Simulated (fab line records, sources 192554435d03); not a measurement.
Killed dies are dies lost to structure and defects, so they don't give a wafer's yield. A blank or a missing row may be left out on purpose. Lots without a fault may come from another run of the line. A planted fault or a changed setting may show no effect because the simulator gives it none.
fab line records | flow n5_finfet
record lots=5 wafers=15 last_day=17
route steps=1938 shown PMOS_HMC_CHANNEL_EPI@61 BEOL_M4@1111 PASSIVATION@1936
lots that met no fault: from a run of the same line without faults
start_h: hours from the record's first day to the start of the lot's first wafer shown | wait_h: hours since the lot's step before | " the same as in the row above | L1.1+2: a row that stands for several wafers | - no value, or no start given | * or withheld: withheld | < > ~ a bound
route shown NAME@n: a module of which the file shows steps, and the number in the route of the first | usual: mean/standard deviation of fault-free wafers | same: alike in all rows | chamber/n: place in a boat | sites: the reading at each site | _std_site: their standard deviation | _edge_site: outer sites' mean less inner sites' | radius_mm: how far each site lies from the wafer's centre | mask NAME#n: copy n | behind: the tool/chamber that last shaped the wafer | hold: why the lot was held/for how many hours/how that ended | device: the transistor (n, p or np) that didn't switch | end of line: the same wafers' tests at the end of the route | a step without rows: its recipe alone | killed: dies lost to structure and defects at the first sort, not the wafer's yield | map: a wafer's dies, x killed, . not, _ none there
set.NAME: the setting as run; set.NAME@STEP: as run at that earlier step | model.NAME: the simulator's own value behind a step, which no gauge read
lots at some steps of the route; a table a step, a row a wafer
## steps
# step N5_PMOS_HMC_CHANNEL_EPI_SOFTBAKE_04
# recipe temp_c=110 time_s=60 resist=CAR-ArF-block
# step N5_PMOS_HMC_CHANNEL_EPI_EXPOSE_06
# recipe mask_id=PMOS_HMC_BLK na=1.35 source_shape=conventional sigma_outer=0.8 polarization=unpolarized target_cd_nm=240 dose_mj=41
# step N5_PMOS_HMC_CHANNEL_EPI_PEB_07
# recipe peb_temp_c=110 peb_time_s=60 resist=CAR-ArF-block
# step N5_PMOS_HMC_CHANNEL_EPI_DEVELOP_08
# recipe develop_time_s=30 developer=TMAH resist=CAR-ArF-block dev_temp_c=23 rinse_liquid=diw dry=air_spin
# step N5_PMOS_HMC_CHANNEL_EPI_DESCUM_14
# recipe chemistry=O2 time_s=7.9 source_power_w=50 bias_power_w=20 pressure_mtorr=20 rf_frequency_hz=2.712e+07 temp_c=40 resist=CAR-ArF-block o2_flow_sccm=225
# step N5_PMOS_HMC_CHANNEL_EPI_ETCH_32
# recipe chemistry=N2/H2 target=BARC stop_on=SiO2 target_depth_a=858 over_etch_frac=0.3 time_s=50.3 ion_energy_ev=200 mask_material=CAR-ArF-block pressure_mtorr=30 source_w=840 bias_w=150 n2_flow_sccm=200 h2_flow_sccm=200
# step N5_PMOS_HMC_CHANNEL_EPI_HM_OPEN_15
# recipe chemistry=CHF3/O2 target=SiO2 mask_material=CAR-ArF-block target_depth_a=406 CHF3_flow_sccm=50 O2_flow_sccm=5 Ar_flow_sccm=200 time_s=20.3 pressure_mtorr=30 source_w=650 bias_w=170 ion_energy_ev=200
# step N5_PMOS_HMC_CHANNEL_EPI_STRIP_33
# recipe chemistry=N2/H2 power_w=500 temp_c=40 pressure_mtorr=50 rf_frequency_hz=6e+07 overash_fraction=0.3 bias_power_w=8 h2_frac=0.5 n2_flow_sccm=300 h2_flow_sccm=300
# step N5_PMOS_HMC_CHANNEL_EPI_STRIP_17
# recipe chemistry=SPM time_s=750 temp_c=130 h2so4_h2o2_vol_ratio=4 dry=ipa_marangoni
# step N5_PMOS_HMC_CHANNEL_EPI_ETCH_38
# recipe chemistry=CF4 target=SiO2 target_depth_a=15 ion_energy_ev=350 pressure_mtorr=10 icp_w=800 bias_w=400 cf4_flow_sccm=80
# usual bias_w=399.9/1.4 cf4_flow_sccm=79.99/0.24 drypump_motor_current_A=5.8/0.54 he_backside_leak_sccm=2.7/0.41 oes_product_au=1.003/0.012 throttle_valve_pct=21.85/0.22
# columns lot.wafer tool chamber start_h wait_h bias_w cf4_flow_sccm drypump_motor_current_A he_backside_leak_sccm oes_product_au rf_hours_counter_h throttle_valve_pct model.SiO2_of_PMOS_HMC_CHANNEL_EPI_HM_DEP_34.thk_nm
L161.3 rie_si-05 0 71.62 0.0 - - - - - - - 35.39
L161.5 " 0 " " - - - - - - - 36.25
L161.6 " 1 " " - - - - - - - 35.87
L162.1 rie_si-01 3 78.03 0.0 - - - - - - - 36.43
L162.2 " 1 " " - - - - - - - 35.6
L162.4 " 0 " " - - - - - - - 36.22
L163.1 rie_si-01 0 84.06 0.0 - - - - - - - 35.85
L163.3 " 1 " " - - - - - - - 36.07
L163.5 " 3 " " - - - - - - - 36.63
L168.2 rie_si-01 2 114.48 0.0 400.5 80.03 6.2 3.1 1.002 150 21.92 34.83
L168.4 " 3 " " 398.0 79.91 6.3 3.0 0.992 167 22.01 35.03
L168.5 " 0 " " 400.1 80.05 6.2 2.5 0.998 - 22.06 35.05
L175.2 rie_si-05 0 155.56 0.0 402.4 80.17 5.7 2.3 1.015 46 21.62 34.3
L175.3 " 2 " " 400.4 80.06 5.3 3.4 1.015 86 21.93 34.47
L175.6 " 2 " " 401.2 79.82 5.2 3.3 1.004 - 21.92 35.06
# step N5_PMOS_HMC_CHANNEL_EPI_FIN_RECESS_16
# recipe chemistry=HBr/Cl2 target=Si mask_material=SiO2 target_depth_a=540 time_s=18 pressure_mtorr=10 icp_w=800 bias_w=75 HBr_flow_sccm=150 Cl2_flow_sccm=80
# step N5_PMOS_HMC_CHANNEL_EPI_PRECLEAN_36
# recipe chemistry=O3/DIW time_s=45 temp_c=22 o3_ppm=10
# step N5_PMOS_HMC_CHANNEL_EPI_PRECLEAN_18
# recipe chemistry=DHF time_s=30 temp_c=25 dilution=withheld
# columns lot.wafer tool chamber start_h wait_h model.SiO2_of_PMOS_HMC_CHANNEL_EPI_HM_DEP_34.thk_nm
L161.3 wet_bench-04 6 71.75 0.0 25.64
L161.5 " 1 " " 26.56
L161.6 " 0 " " 26.1
L162.1 wet_bench-06 1 78.17 0.0 26.66
L162.2 " 6 " " 25.83
L162.4 " 5 " " 26.41
L163.1 wet_bench-06 7 84.20 0.0 26.23
L163.3 " 5 " " 26.42
L163.5 " 6 " " 27.03
L168.2 wet_bench-06 1 114.61 0.0 25.19
L168.4 " 0 " " 25.37
L168.5 " 5 " " 25.42
L175.2 wet_bench-04 0 155.69 0.0 24.64
L175.3 " 1 " " 24.81
L175.6 " 5 " " 25.36
# step N5_PMOS_HMC_CHANNEL_EPI_SRD_19
# recipe dry=ipa_marangoni do_ppb=5 time_s=30 temp_c=23 rinse_liquid=diw
# step N5_BEOL_M4_RC_MEAS_101
# usual DIBL_N=36.3/1 DIBL_P=36.2/1.4 IOFF_N=0.157/0.021 IOFF_P=0.206/0.025 ION_N=673/9 ION_P=461/6.4 SS_N=71.5/0.5 SS_P=73.2/0.47 VT_N=249.9/2.4 VT_P=-250.6/2.9
# columns lot.wafer tool chamber start_h wait_h DIBL_N[mV/V] DIBL_P[mV/V] IOFF_N[nA/um] IOFF_P[nA/um] ION_N[uA/um] ION_P[uA/um] SS_N[mV/dec] SS_P[mV/dec] VT_N[mV] VT_P[mV]
L161.3 prober-02 0 211.57 0.3 37.2 37.5 0.185 0.213 680 455 71.5 73.9 246.9 -251.7
L161.5 " 0 " " 35.6 35.5 0.149 0.183 675 462 71.3 73.5 248.9 -252.8
L161.6 " 0 " " 35.9 35.8 0.148 0.178 672 452 71.0 72.6 251.5 -255.5
L162.1 prober-02 0 214.82 0.0 36.6 35.4 0.141 0.187 660 458 71.7 73.0 249.0 -251.4
L162.2 " 0 " " 37.3 36.1 0.148 0.201 665 454 72.1 73.3 251.6 -252.4
L162.4 " 0 " " 35.8 34.9 0.130 0.179 674 458 71.0 72.7 250.5 -252.5
L163.1 prober-01 0 233.89 0.0 36.4 36.5 0.167 0.216 683 464 71.9 72.3 247.8 -248.5
L163.3 " 0 " " 35.2 35.3 0.140 0.192 667 462 71.3 73.0 250.2 -251.0
L163.5 " 0 " " 37.2 37.3 0.179 0.237 681 470 71.3 73.4 247.5 -245.6
L168.2 prober-01 0 255.78 0.2 35.6 33.8 0.126 0.183 664 460 71.2 72.9 251.8 -251.5
L168.4 " 0 " " 35.0 33.9 0.120 0.179 667 457 70.8 73.3 252.0 -251.5
L168.5 " 0 " " 38.7 37.9 0.177 0.247 671 464 71.3 73.9 247.2 -248.3
L175.2 prober-02 0 306.72 0.2 35.5 37.7 0.165 0.194 679 464 71.2 73.0 245.6 -249.8
L175.3 " 0 " " 37.6 40.5 0.204 0.238 683 466 72.0 74.0 246.8 -250.4
L175.6 " 0 " " 36.9 40.0 0.204 0.231 686 463 71.8 74.2 245.4 -250.8
# step N5_PASSIVATION_PROBE_49
# usual defect_limited_yield=91.1/1.3 killed_at_M0_to_M3=36/10 killed_at_M4_up=14/4.4 killed_at_contacts=14/5.7 killed_at_front_end=39/9.4 killed_at_other=2.9/2.6 killed_dies=105/15 killed_on_rim=14/3.5 killed_open=70/12 killed_short=34/7.1 sort_bin_5_function=5.3/0.77 sort_bin_6_memory=3.3/0.66 sort_n_pass=1075/15 sort_yield_pct=91.1/1.3
# same gross_dies=1180 killed_at_back_side=0 sort_bin_4_leakage[%]=0 sort_bin_8_speed[%]=0
# columns lot.wafer tool chamber start_h wait_h defect_limited_yield[%] killed_at_M0_to_M3 killed_at_M4_up killed_at_contacts killed_at_front_end killed_at_other killed_dies killed_on_rim killed_open killed_short sort_bin_5_function[%] sort_bin_6_memory[%] sort_n_pass sort_yield_pct[%]
L162.1 prober-02 - 318.51 0.0 90.8 40 25 15 26 2 108 19 69 34 6.1 2.8 1072 90.8
L162.2 prober-02 - 318.56 0.1 90.5 36 18 12 45 1 112 12 76 35 5.3 3.8 1068 90.5
L162.4 prober-02 - 318.66 0.2 92.6 32 16 9 29 1 87 8 54 30 4.7 2.4 1093 92.6
L163.1 prober-02 - 323.88 0.0 91.6 37 12 5 37 8 99 14 72 26 5.5 2.6 1081 91.6
L163.3 prober-02 - 323.98 0.1 90.9 38 9 16 36 8 107 10 75 32 4.2 4.7 1073 90.9
L163.5 prober-02 - 324.08 0.2 92.0 36 11 10 27 10 94 12 46 47 4.7 2.8 1086 92.0
L175.2 prober-01 - 403.79 0.1 90.0 32 14 18 47 7 118 13 85 33 6.0 3.4 1062 90.0
L175.3 prober-01 - 403.84 0.1 91.3 16 9 20 52 6 103 11 65 38 5.4 2.9 1077 91.3
L175.6 prober-01 - 403.99 0.3 93.2 27 8 14 30 1 80 16 54 26 3.9 2.5 1100 93.2
# killed by level:class
L162.1 MOL_CONTACT_COAG:geometric_particle:open=13 BEOL_M4:geometric_particle:open=11 BEOL_M0_SAQP:geometric_particle:short=9 BEOL_M0_SAQP:geometric_particle:open=9 STI_FIN_REVEAL:geometric_particle:open=7 BEOL_M1:geometric_particle:open=7 BEOL_M4:geometric_particle:short=6 BEOL_M3:geometric_particle:open=5
L162.2 FIN_SAQP:geometric_particle:open=16 BEOL_M0_SAQP:geometric_particle:short=8 BEOL_M0_SAQP:geometric_particle:open=8 STI_FIN_REVEAL:geometric_particle:open=7 MOL_CONTACT_COAG:geometric_particle:open=7 BEOL_M2:geometric_particle:open=7 BEOL_M4:geometric_particle:open=7 MOL_CONTACT_COAG:geometric_particle:short=5
L162.4 STI_FIN_REVEAL:geometric_particle:open=9 BEOL_M0_SAQP:geometric_particle:open=8 MOL_CONTACT_COAG:geometric_particle:open=7 BEOL_M2:geometric_particle:open=7 BEOL_M4:geometric_particle:open=6 BEOL_M3:geometric_particle:short=6 FIN_SAQP:geometric_particle:short=4 BEOL_M1:geometric_particle:open=4
L163.1 STI_FIN_REVEAL:geometric_particle:open=10 BEOL_M1:geometric_particle:open=9 STARTING-WAFER:geometric_particle:open=8 BEOL_M2:geometric_particle:open=7 BEOL_M3:geometric_particle:open=7 BEOL_M0_SAQP:geometric_particle:short=6 BEOL_M0_SAQP:geometric_particle:open=5 BEOL_M5:geometric_particle:open=5
L163.3 MOL_CONTACT_COAG:geometric_particle:open=14 BEOL_M0_SAQP:geometric_particle:open=10 STI_FIN_REVEAL:geometric_particle:open=9 BEOL_M0_SAQP:geometric_particle:short=7 FIN_SAQP:geometric_particle:open=6 BEOL_M1:geometric_particle:open=6 BEOL_M2:geometric_particle:open=6 FIN_SAQP:geometric_particle:short=5
L163.5 BEOL_M0_SAQP:geometric_particle:short=11 BEOL_M2:geometric_particle:open=11 FIN_SAQP:geometric_particle:short=6 MOL_CONTACT_COAG:geometric_particle:open=6 BEOL_M3:geometric_particle:open=6 STI_FIN_REVEAL:geometric_particle:open=5 STARTING-WAFER:geometric_particle:short=5 PASS1_CAP:geometric_particle:short=4
L175.2 MOL_CONTACT_COAG:geometric_particle:open=14 FIN_SAQP:geometric_particle:open=13 STI_FIN_REVEAL:geometric_particle:open=12 BEOL_M0_SAQP:geometric_particle:open=8 BEOL_M0_SAQP:geometric_particle:short=8 ILD0:geometric_particle:open=6 BEOL_M3:geometric_particle:open=5 BEOL_M4:geometric_particle:open=5
L175.3 FIN_SAQP:geometric_particle:short=15 MOL_CONTACT_COAG:geometric_particle:open=14 STI_FIN_REVEAL:geometric_particle:open=10 FIN_SAQP:geometric_particle:open=8 MOL_CONTACT_COAG:geometric_particle:short=6 DUMMY_GATE:geometric_particle:open=5 BEOL_M0_SAQP:geometric_particle:open=5 BEOL_M4:geometric_particle:open=4
L175.6 MOL_CONTACT_COAG:geometric_particle:open=12 FIN_SAQP:geometric_particle:open=7 BEOL_M2:geometric_particle:open=7 BEOL_M0_SAQP:geometric_particle:short=5 BEOL_M1:geometric_particle:short=5 BEOL_M1:geometric_particle:open=5 STI_FIN_REVEAL:geometric_particle:open=4 FIN_SAQP:geometric_particle:short=3
## key
first_sign step=N5_PMOS_HMC_CHANNEL_EPI_ETCH_38 reading=tool_record direction=missing
effect none on later readings
model_effect step=N5_PMOS_HMC_CHANNEL_EPI_ETCH_38 value=SiO2_of_PMOS_HMC_CHANNEL_EPI_HM_DEP_34.thk_nm without=34.55 struck=36.03
model_effect step=N5_PMOS_HMC_CHANNEL_EPI_PRECLEAN_18 value=SiO2_of_PMOS_HMC_CHANNEL_EPI_HM_DEP_34.thk_nm without=24.83 struck=26.32
met_at N5_PMOS_HMC_CHANNEL_EPI_ETCH_38
struck_wafers L161.3,L161.5,L161.6,L162.1,L162.2,L162.4,L163.1,L163.3,L163.5
fault kind=skipped_step_whole tool=rie_si-01,rie_si-05 chamber=- onset_h=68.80 steps=N5_PMOS_HMC_CHANNEL_EPI_ETCH_38 scope=struck_lots_only
